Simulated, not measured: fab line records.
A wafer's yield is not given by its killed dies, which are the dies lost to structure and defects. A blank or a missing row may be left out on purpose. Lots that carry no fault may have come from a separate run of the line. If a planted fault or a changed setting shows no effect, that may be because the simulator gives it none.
8D (eight disciplines) problem report, filled in by code :: flow nandHarc :: the parts of the form that need people (team, actions taken, sign-off) are left out

== 1. THE ISSUE ==
Mean of killedAtArray at NHARC_END_SORT_01: 342 across 2 wafers in 2 lots; on wafers with no fault it is 59 (standard deviation 17). Measured from the usual mean, that is +17 standard deviations.
The first sign was on wafer L447.3 at day 30 06:09, on prober-01. The record has a number at this step for 6 wafers belonging to 2 lots. Rule for "out", or "out of limits": more than 4 standard deviations from the usual mean. Any other wafer with a number is counted as sound.

== 2. WHAT IT IS; WHAT IT IS NOT ==
question: which readings at this step
is: killedAtArray, killedDies
is not: killedAtOther, killedAtPeriphery, killedOpen

question: which lots
is: L447, L449
is not: -

question: which wafers of those lots
is: L447.3, L449.2
is not: L447.1, L447.4, L449.1, L449.6

question: read on which gauges
is: prober-01
is not: -

question: when
is: from day 30 06:09
is not: up to then (1 sound wafer); but 3 sound wafers of L447, L449 came after

== 3. WHAT RULES OUT EACH SUSPECT ==
Counting: a tool at a process step up to the reading stays a suspect if it ran every lot that is out. Sound lots after the first of them don't rule it out here, since some wafers of a struck lot are sound.
- the gauge at NHARC_END_SORT_01 has been ruled out. All the wafers that are out were read on prober-01, but those of them that NHARC_A_CHANNEL_HOLE_D2_ETCH_16 has rows for are out there too, on other tools.
- rieDiel-01 at NHARC_A_CHANNEL_HOLE_D2_ETCH_16 (etches the open film in O2/COS, target depth 3100 nm, time 806 s): kept. It ran every lot that is out, first L449 (day 19 06:11). Its own readings are out on those wafers: oesProductAu.
- harEtch-01 at NHARC_A_CHANNEL_HOLE_D2_ETCH_20 (etches the open film in C4F8/O2/Ar, time 361.9 s, target depth 1600 nm): kept. It ran every lot that is out, first L449 (day 19 06:53).
- harEtch-01 at NHARC_A_CHANNEL_HOLE_D2_ETCH_22 (etches the open film in C4F8/O2/Ar, time 666.7 s, target depth 1600 nm): kept. It ran every lot that is out, first L449 (day 19 07:39).
- harEtch-01 at NHARC_A_CHANNEL_HOLE_D2_ETCH_24 (etches the open film in C4F8/O2/Ar, time 906.2 s, target depth 1500 nm): kept. It ran every lot that is out, first L449 (day 19 08:55).
- The sound lot-mates ran in chamber 1 of harEtch-01 at NHARC_A_CHANNEL_HOLE_D2_ETCH_20, but the wafers that are out ran in chamber 0.
- The sound lot-mates ran in chamber 1 of harEtch-01 at NHARC_A_CHANNEL_HOLE_D2_ETCH_22, but the wafers that are out ran in chamber 0.
- The sound lot-mates ran in chamber 1 of harEtch-01 at NHARC_A_CHANNEL_HOLE_D2_ETCH_24, but the wafers that are out ran in chamber 0.
Left after counting: rieDiel-01 at NHARC_A_CHANNEL_HOLE_D2_ETCH_16, harEtch-01 at NHARC_A_CHANNEL_HOLE_D2_ETCH_20, harEtch-01 at NHARC_A_CHANNEL_HOLE_D2_ETCH_22, harEtch-01 at NHARC_A_CHANNEL_HOLE_D2_ETCH_24.

== 4. THE CAUSE (what the simulator had put in) ==
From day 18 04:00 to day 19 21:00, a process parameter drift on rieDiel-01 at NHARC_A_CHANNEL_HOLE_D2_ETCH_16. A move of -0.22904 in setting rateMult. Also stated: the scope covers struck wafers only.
After counting, 4 suspects remain, this tool included.

== 5. THE CHAIN OF EFFECTS, in route order ==
Each row: a reading where the mean over the struck wafers with a number is more than 3 standard deviations away from the usual. Scope: only readings with a usual standard deviation given in the record; hours: median across lots of the time from each lot's start at the first step in this table that gives one to its start at this step; sigmas: change in usual standard deviations.
hours: 0
step: NHARC_A_CHANNEL_HOLE_D2_ETCH_16
reading: oesProductAu
usual: 1.002 a.u.
on struck wafers: 0.867
change: -0.135
sigmas: -9.6

hours: 270
step: NHARC_END_SORT_01
reading: killedAtArray
usual: 59
on struck wafers: 342
change: +282
sigmas: +17

hours: 270
step: NHARC_END_SORT_01
reading: killedDies
usual: 64
on struck wafers: 344
change: +280
sigmas: +16
It contains these process steps:
- NHARC_A_CHANNEL_HOLE_D2_ETCH_16: etches the open film in O2/COS, target depth 3100 nm, time 806 s.

== 6. HOW IT WOULD HAVE BEEN CAUGHT EARLIER ==
Counted from the fault's start at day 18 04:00, it took 290 hours until the first out-of-limits reading at a measuring or inspecting step in this record, taken at day 30 06:09.
At NHARC_A_CHANNEL_HOLE_D2_ETCH_16, the tool's own readings (oesProductAu) were out on each struck wafer the step has a row for, so an alarm limit on them would have fired on the first such wafer.
By day 30 06:09, every lot that is out (2) had started NHARC_A_CHANNEL_HOLE_D2_ETCH_16 on rieDiel-01. Tool hold at that time: it would have spared none of them.
